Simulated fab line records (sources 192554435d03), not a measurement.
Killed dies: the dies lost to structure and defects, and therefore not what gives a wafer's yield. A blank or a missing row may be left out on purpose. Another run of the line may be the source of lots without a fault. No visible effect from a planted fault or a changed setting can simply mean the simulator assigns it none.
Matching of chambers || flow n5 finfet || ald hk-01 running N5_HKMG_FIN_ALD_75: 4 sister chambers
The step deposits Al2O3, target thk 1 nm, co reactant pulse time 1 s. 4 wafers are shown with their chamber, then 9 later ones without.

WAFERS, EACH WITH ITS CHAMBER
{"wafer": "L085.5", "chamber": 1, "heater power w (W)": 146}
{"wafer": "L090.1", "chamber": 2, "heater power w (W)": 134}
{"wafer": "L090.2", "chamber": 0, "heater power w (W)": 133}
{"wafer": "L090.4", "chamber": 3, "heater power w (W)": 129}

WAFERS WITH NO CHAMBER GIVEN
{"wafer": "L091.4", "heater power w (W)": 130}
{"wafer": "L091.5", "heater power w (W)": 151}
{"wafer": "L091.6", "heater power w (W)": 132}
{"wafer": "L095.4", "heater power w (W)": 129}
{"wafer": "L095.5", "heater power w (W)": 130}
{"wafer": "L095.6", "heater power w (W)": 148}
{"wafer": "L096.3", "heater power w (W)": 128}
{"wafer": "L096.5", "heater power w (W)": 133}
{"wafer": "L096.6", "heater power w (W)": 128}

WHICH CHAMBER EACH ONE RAN IN
{"wafer": "L091.4", "from the rows above": "can't be placed: 3 or 0 or 2", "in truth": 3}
{"wafer": "L091.5", "from the rows above": 1, "in truth": 1}
{"wafer": "L091.6", "from the rows above": "can't be placed: 0 or 2 or 3", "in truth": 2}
{"wafer": "L095.4", "from the rows above": 3, "in truth": 3}
{"wafer": "L095.5", "from the rows above": "can't be placed: 3 or 0 or 2", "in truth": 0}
{"wafer": "L095.6", "from the rows above": 1, "in truth": 1}
{"wafer": "L096.3", "from the rows above": 3, "in truth": 3}
{"wafer": "L096.5", "from the rows above": "can't be placed: 0 or 2", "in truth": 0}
{"wafer": "L096.6", "from the rows above": 3, "in truth": 3}
Correctly placed: 5 of 9. Not placeable from these rows: 4 (in 4, the candidates include the true chamber). Wrongly placed: 0.
How it was worked out, from the rows above alone: a wafer's distance from a chamber is the root of the sum, over the readings, of the square of ((its reading less the chamber's mean) divided by the reading's scatter). If the next closest chamber is less than 2 further off than the closest, the wafer can't be placed; otherwise it belongs to the closest. The mean given for a chamber averages the wafers shown for that chamber. The scatter (one wafer shown for each chamber): square how far every hidden wafer sits from the nearest shown wafer, average those squares and take the square root.
